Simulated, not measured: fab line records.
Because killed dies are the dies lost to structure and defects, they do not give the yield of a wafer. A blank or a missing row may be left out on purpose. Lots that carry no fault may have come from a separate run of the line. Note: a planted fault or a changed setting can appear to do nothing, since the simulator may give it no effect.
2 desks, one fault + flow n5-finfet + each desk has only its own numbers; what lay behind them comes last

== FROM THE METROLOGY DESK ==
What the gauges read, lot by lot, whatever tool the lot ran on: means of the sampled wafers that have a number. The brackets show how far a lot's mean lies from the usual mean; more than 4 standard deviations puts the lot out of limits, marked OUT. Only the readings that lie furthest out on some lot appear, 7 of the 11 it has.
Columns: A = DIBL_N at N5_BEOL_M4_RC_MEAS_101, usual 37.5 mV/V; B = DIBL_P at N5_BEOL_M4_RC_MEAS_101, usual 38 mV/V; C = IOFF_N at N5_BEOL_M4_RC_MEAS_101, usual 0.19 nA/um; D = ION_P at N5_BEOL_M4_RC_MEAS_101, usual 465 uA/um; E = SS_N at N5_BEOL_M4_RC_MEAS_101, usual 72.0 mV/dec; F = SS_P at N5_BEOL_M4_RC_MEAS_101, usual 73.7 mV/dec; G = VT_N at N5_BEOL_M4_RC_MEAS_101, usual 248 mV
| lot  | first seen here | A    | B  | C    | D   | E    | F    | G   |
|------|-----------------|------|----|------|-----|------|------|-----|
| L748 | day 7 13:35     | 36.5 | 39 | 0.16 | 464 | 71.5 | 73.8 | 251 |
| L750 | day 7 23:11     | 38.7 | 40 | 0.23 | 471 | 72.1 | 73.9 | 245 |
| L751 | day 8 01:07     | 32.7 | 32 | 0.11 | 460 | 70.2 | 72.1 | 254 |
| L754 | day 9 19:56     | 36.7 | 37 | 0.14 | 457 | 71.4 | 73.5 | 253 |
| L756 | day 10 08:04    | 36.7 | 38 | 0.21 | 477 | 72.2 | 73.9 | 244 |
| L757 | day 10 12:37    | 39.3 | 41 | 0.26 | 472 | 72.2 | 73.9 | 244 |
| L758 | day 10 12:50    | 35.8 | 36 | 0.16 | 450 | 71.4 | 73.2 | 248 |
| L760 | day 10 19:00    | 36.9 | 37 | 0.15 | 464 | 71.8 | 73.6 | 252 |
| L761 | day 10 23:36    | 39.6 | 43 | 0.26 | 469 | 72.2 | 74.8 | 244 |
| L762 | day 11 00:30    | 36.9 | 38 | 0.16 | 465 | 72.0 | 73.8 | 251 |
This desk's verdict: no lot among the 10 shows anything out of limits.

== DESK OF THE TOOL OWNER: cvd-co-02 ==
The tool's own readings at N5_BEOL_M2_CO_CAP_55 (material Co, precursor CCTBA/H2, target thk 2 nm, time 102.1 s): means of the sampled wafers that have a number, for each lot that ran on this tool. The brackets show how far a lot's mean lies from the usual mean; more than 4 standard deviations puts the lot out of limits, marked OUT.
Columns: A = heater-power-w at N5_BEOL_M2_CO_CAP_55, usual 237 W; B = run-length-s at N5_BEOL_M2_CO_CAP_55, usual 125.1 s
| lot  | first seen here | A   | B               |
|------|-----------------|-----|-----------------|
| L750 | day 7 23:00     | 215 | 125.3           |
| L751 | day 8 00:55     | 221 | 124.9           |
| L756 | day 10 07:52    | 220 | 124.8           |
| L757 | day 10 12:25    | 218 | 124.8           |
| L758 | day 10 12:39    | 216 | 125.5           |
| L760 | day 10 18:49    | 220 | 124.7           |
| L761 | day 10 23:25    | 217 | 102.3 (-34) OUT |
| L762 | day 11 00:19    | 215 | 102.4 (-34) OUT |
Finding of this desk: L761, L762 out of limits; the first was L761 at day 10 23:25, on run-length-s at N5_BEOL_M2_CO_CAP_55. In limits: L750, L751, L756, L757, L758, L760.

== ALL TOGETHER ==
The tool owner's desk had the chance to raise an alarm at day 10 23:25 on L761, L762.
From the metrology desk's view, nothing was out of limits.
The metrology desk has L761, L762 on record, within its limits.
Of the lots named, all ran N5_BEOL_M2_CO_CAP_55 on cvd-co-02.

== WHAT THE SIMULATOR HAD INSERTED ==
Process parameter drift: cvd-co-02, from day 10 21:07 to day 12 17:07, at N5_BEOL_M2_CO_CAP_55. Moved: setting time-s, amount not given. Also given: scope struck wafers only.
Shown lots that were struck: L761, L762.
Hours from the fault's start to each desk's first reading out of limits: the tool owner's desk, 2.
